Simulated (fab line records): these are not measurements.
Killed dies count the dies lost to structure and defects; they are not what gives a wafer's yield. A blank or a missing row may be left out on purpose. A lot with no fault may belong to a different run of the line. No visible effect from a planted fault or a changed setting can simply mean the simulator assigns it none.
Which tool was responsible?	flow n5-finfet	10 lots, 30 wafers sampled, at 4 steps of a route of 1938

## WHAT THE GAUGES SHOWED, per wafer
Not one reading of a measure or inspect step in the record can be checked against a usual standard deviation.

## WHAT TOOL EACH LOT RAN ON (gives the tool, then ch and the chambers of the sampled wafers, and finally the start)
lot	N5_BEOL_M1_STRIP_19	N5_BEOL_M1_ETCH_69	N5_BEOL_M1_ETCHBACK_99	N5_BEOL_M1_ETCH_70
L232	rie-diel-04 ch 1,2,3, day 6 14:07	rie-diel-03 ch 1,3, day 6 14:44	rie-diel-06 ch 0,2, day 6 21:55	rie-diel-06 ch 0,2, day 6 21:58
L235	rie-diel-06 ch 0,1,2, day 7 12:39	rie-diel-04 ch 0,3, day 7 13:26	rie-diel-06 ch 0,1,3, day 7 16:23	rie-diel-06 ch 0,1,3, day 7 16:26
L237	rie-diel-04 ch 0,1,3, day 8 00:07	rie-diel-03 ch 0,1, day 8 00:41	rie-diel-04 ch 0,1, day 8 02:14	rie-diel-04 ch 0,1, day 8 02:17
L238	rie-diel-03 ch 0,1, day 8 00:45	rie-diel-04 ch 0,1, day 8 01:19	rie-diel-04 ch 2,3, day 8 07:36	rie-diel-04 ch 2,3, day 8 07:38
L239	rie-diel-04 ch 1,2,3, day 8 15:38	rie-diel-06 ch 1,2,3, day 8 16:13	rie-diel-04 ch 1,2, day 8 18:05	rie-diel-04 ch 1,2, day 8 18:07
L240	rie-diel-06 ch 0,1,2, day 8 15:49	rie-diel-03 ch 1,3, day 8 16:26	rie-diel-04 ch 1,2, day 8 17:29	rie-diel-04 ch 1,2, day 8 17:31
L241	rie-diel-06 ch 0,2,3, day 8 22:28	rie-diel-03 ch 1,2,3, day 8 23:08	rie-diel-04 ch 0,1,3, day 9 04:49	rie-diel-04 ch 0,1,3, day 9 04:51
L246	rie-diel-04 ch 0,2, day 10 07:29	rie-diel-04 ch 0,2,3, day 10 08:03	rie-diel-04 ch 0,2,3, day 10 11:32	rie-diel-04 ch 0,2,3, day 10 11:34
L252	rie-diel-06 ch 1,2,3, day 11 22:40	rie-diel-06 ch 1,2,3, day 11 23:21	rie-diel-04 ch 1,2,3, day 12 00:31	rie-diel-04 ch 1,2,3, day 12 00:33
L253	rie-diel-04 ch 0,1,2, day 11 23:07	rie-diel-03 ch 1,2,3, day 11 23:41	rie-diel-04 ch 1,2, day 12 07:41	rie-diel-04 ch 1,2, day 12 07:44
- N5_BEOL_M1_STRIP_19: strips in O2.
- N5_BEOL_M1_ETCH_69: etches SiARC in CF4, target depth 15.6 nm, time 26 s.
- N5_BEOL_M1_ETCHBACK_99: etches SiO2 in CHF3, target depth 5 nm, time 10.4 s.
- N5_BEOL_M1_ETCH_70: etches SOC in N2/H2, target depth 80 nm, overetch 16 nm, time 120 s.

## AS READ BY THE TOOLS THEMSELVES (means over the sampled wafers that have a number; for cases with no such wafer, the mark the record gives instead)
N5_BEOL_M1_STRIP_19. Usual: drypump-motor-current-A 5.8 A, standard deviation 0.35; oes-product-au 0.79 a.u., standard deviation 0.089; rf-vpp-V 3.7 V, standard deviation 0.53; showerhead-plenum-p-Torr 2.10 Torr, standard deviation 0.054; throttle-valve-pct 16.70 %, standard deviation 0.29.
lot	tool	drypump-motor-current-A (A)	oes-product-au (a.u.)	rf-vpp-V (V)	showerhead-plenum-p-Torr (Torr)	throttle-valve-pct (%)	flag
L232	rie-diel-04	5.5	0.78	3.7	2.10	16.64	
L235	rie-diel-06	5.6	0.74	4.1	2.12	16.92	
L237	rie-diel-04	5.8	0.72	3.6	2.11	16.84	
L238	rie-diel-03	5.8	0.85	3.4	2.09	16.40	
L239	rie-diel-04	5.5	0.76	3.8	2.10	16.66	
L240	rie-diel-06	5.6	0.74	3.3	2.12	16.95	
L241	rie-diel-06	5.6	0.81	4.0	2.14	16.61	
L246	rie-diel-04	5.9	0.84	3.2	2.03	16.66	
L252	rie-diel-06	5.6	0.78	3.9	2.10	16.80	
L253	rie-diel-04	5.9	0.78	3.9	2.07	16.73	

N5_BEOL_M1_ETCH_69. Usual: drypump-motor-current-A 5.8 A, standard deviation 0.34; etch-rf-on-time-s 25.9 s, standard deviation 0.35; oes-product-au 0.68 a.u., standard deviation 0.076; rf-vpp-V 184.2 V, standard deviation 0.9; showerhead-plenum-p-Torr 2.15 Torr, standard deviation 0.053; throttle-valve-pct 15.6 %, standard deviation 0.34.
lot	tool	drypump-motor-current-A (A)	etch-rf-on-time-s (s)	oes-product-au (a.u.)	rf-vpp-V (V)	showerhead-plenum-p-Torr (Torr)	throttle-valve-pct (%)	flag
L232	rie-diel-03	6.2	26.0	0.66	184.3	2.24	15.7	
L235	rie-diel-04	6.0	26.0	0.61	184.2	2.13	15.9	
L237	rie-diel-03	5.8	26.0	0.72	184.2	2.14	15.3	
L238	rie-diel-04	5.8	25.9	0.58	185.3	2.18	15.8	
L239	rie-diel-06	5.6	25.5	0.70	183.7	2.16	15.7	
L240	rie-diel-03	6.2	26.4	0.65	184.7	2.23	15.7	
L241	rie-diel-03	6.2	26.1	0.69	184.6	2.19	15.6	
L246	rie-diel-04	5.8	25.7	0.72	184.1	2.11	15.6	
L252	rie-diel-06	5.6	25.8	0.68	183.9	2.15	15.7	
L253	rie-diel-03	6.2	26.1	0.66	184.4	2.18	15.7	

N5_BEOL_M1_ETCHBACK_99. Usual: drypump-motor-current-A 5.8 A, standard deviation 0.33; oes_ar_750_au 0.78 a.u., standard deviation 0.082; oes-product-au 0.78 a.u., standard deviation 0.088; rf-vpp-V 240 V, standard deviation 3.1; showerhead-plenum-p-Torr 2.16 Torr, standard deviation 0.055; throttle-valve-pct 17.11 %, standard deviation 0.25.
lot	tool	drypump-motor-current-A (A)	oes_ar_750_au (a.u.)	oes-product-au (a.u.)	rf-vpp-V (V)	showerhead-plenum-p-Torr (Torr)	throttle-valve-pct (%)	flag
L232	rie-diel-06	5.5	0.75	0.75	243	2.20	17.13	
L235	rie-diel-06	5.8	0.79	0.79	242	2.18	17.08	
L237	rie-diel-04	5.8	0.69	0.68	238	2.18	17.29	
L238	rie-diel-04	5.5	0.80	0.79	241	2.14	17.02	
L239	rie-diel-04	5.5	0.74	0.73	238	2.17	17.11	
L240	rie-diel-04	5.6	0.78	0.78	237	2.13	17.07	
L241	rie-diel-04	5.7	0.81	0.82	240	2.16	17.11	
L246	rie-diel-04	5.8	0.83	0.83	240	2.11	17.07	
L252	rie-diel-04	5.5	0.75	0.74	239	2.15	17.11	
L253	rie-diel-04	5.6	0.72	0.71	238	2.16	17.16	

N5_BEOL_M1_ETCH_70. Usual: drypump-motor-current-A 5.8 A, standard deviation 0.33; oes-product-au 0.60 a.u., standard deviation 0.063; rf-vpp-V 524.2 V, standard deviation 1.9; run-length-s 143.1 s, standard deviation 0.5; showerhead-plenum-p-Torr 2.55 Torr, standard deviation 0.064; throttle-valve-pct 17.89 %, standard deviation 0.26.
lot	tool	drypump-motor-current-A (A)	oes-product-au (a.u.)	rf-vpp-V (V)	run-length-s (s)	showerhead-plenum-p-Torr (Torr)	throttle-valve-pct (%)	flag
L232	rie-diel-06	5.6	0.57	525.7	143.3	2.61	17.90	
L235	rie-diel-06	5.8	0.60	524.6	143.3	2.58	17.84	
L237	rie-diel-04	5.8	0.52	525.9	142.6	2.59	18.09	
L238	rie-diel-04	5.5	0.61	524.7	143.3	2.52	17.81	
L239	rie-diel-04	5.5	0.55	524.3	142.7	2.57	17.97	
L240	rie-diel-04	5.7	0.59	522.5	143.1	2.51	17.94	
L241	rie-diel-04	5.8	0.62	524.2	142.5	2.56	17.88	
L246	rie-diel-04	5.8	0.63	523.4	143.0	2.50	17.88	
L252	rie-diel-04	5.5	0.55	523.7	149.9	2.53	17.91	OFF
L253	rie-diel-04	5.6	0.53	524.0	149.8	2.56	18.01	OFF

## THE ANSWER, worked out from the rows above alone
Rule: lot off if the mean of its wafers having a number is beyond 3 standard deviations from the usual mean. Also off: a lot with no number at a reading for which 4 or more lots have one. Any other lot the step has rows for is counted as sound. First the gauges in route order, then the tools' own readings, where a lot's mean is used as printed above. The first step at which some lot is off is used, and at that step the reading that is off furthest; a lot without a number counts as furthest.
Off, at N5_BEOL_M1_ETCH_70 on run-length-s: L252, L253.
If a tool, at that step or one of the process steps before it, ran each lot that is off and ran no sound lot following the first of them, it fits. One fits: N5_BEOL_M1_ETCHBACK_99 and N5_BEOL_M1_ETCH_70 on rie-diel-04. At N5_BEOL_M1_ETCHBACK_99 its last sound lot is L246 (day 10 11:32), its first lot that is off L252 (day 12 00:31): a fault that began between those two fits.

## WHAT WAS PUT IN BY THE SIMULATOR
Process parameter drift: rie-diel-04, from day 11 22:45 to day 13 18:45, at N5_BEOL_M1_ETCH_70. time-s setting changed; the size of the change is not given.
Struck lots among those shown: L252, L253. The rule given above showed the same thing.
